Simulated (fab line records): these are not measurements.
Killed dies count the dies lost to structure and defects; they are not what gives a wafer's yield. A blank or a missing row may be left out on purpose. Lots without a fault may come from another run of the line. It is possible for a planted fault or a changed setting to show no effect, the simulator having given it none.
Which of the tools did it? / flow nand_harc / 6 lots with 18 wafers sampled at 2 steps, on a route of 1302 steps

WHAT THE GAUGES READ, wafer by wafer
NHARC_P_STI_CD_MEAS_16.
lot=L850; measured=day 3 16:23; on=cd_sem-02; cd_nm (nm)=199.8 200.0 201.6
lot=L852; measured=day 4 12:59; on=cd_sem-01; cd_nm (nm)=204.5 200.4 200.4
lot=L856; measured=day 6 05:13; on=cd_sem-01; cd_nm (nm)=198.0 196.7 198.8
lot=L859; measured=day 7 09:43; on=cd_sem-02; cd_nm (nm)=200.7 201.0 199.7
lot=L861; measured=day 8 06:20; on=cd_sem-03; cd_nm (nm)=197.7 199.3 202.4
lot=L865; measured=day 9 21:11; on=cd_sem-02; cd_nm (nm)=198.1 201.3 197.7

TOOL THAT RAN EACH LOT (tool first, then ch and the chambers of the sampled wafers, then the start)
lot=L850; NHARC_P_STI_ETCH_15=rie_si-05 ch 1,2,3, day 3 16:14
lot=L852; NHARC_P_STI_ETCH_15=rie_si-04 ch 0,3, day 4 12:49
lot=L856; NHARC_P_STI_ETCH_15=rie_si-03 ch 1,2,3, day 6 05:05
lot=L859; NHARC_P_STI_ETCH_15=rie_si-03 ch 1,2, day 7 09:34
lot=L861; NHARC_P_STI_ETCH_15=rie_si-04 ch 1,2,3, day 8 06:13
lot=L865; NHARC_P_STI_ETCH_15=rie_si-03 ch 0,1,2, day 9 21:03
- NHARC_P_STI_ETCH_15: etches the open film in HBr/Cl2, target depth 300 nm, time 100.1 s.

THE ANSWER, worked out from the rows above alone
Rule: the lots themselves supply what counts as usual. The widest of any qualifying gaps counts: lots, ordered by their means at a reading, are off when they make up no more than a third of the lots, leave a main group of 4 or more, and stand apart from it by 3 or more times the standard deviation of that group's means. Not used: any main group whose means are identical at the precision the tables above print for the reading. A lot without any number at a reading at which 4 lots or more have one is off too. The other lots that the step has rows for count as sound.
Nothing can be told from this: no lot is off at any reading shown.

WHAT WAS PUT IN BY THE SIMULATOR
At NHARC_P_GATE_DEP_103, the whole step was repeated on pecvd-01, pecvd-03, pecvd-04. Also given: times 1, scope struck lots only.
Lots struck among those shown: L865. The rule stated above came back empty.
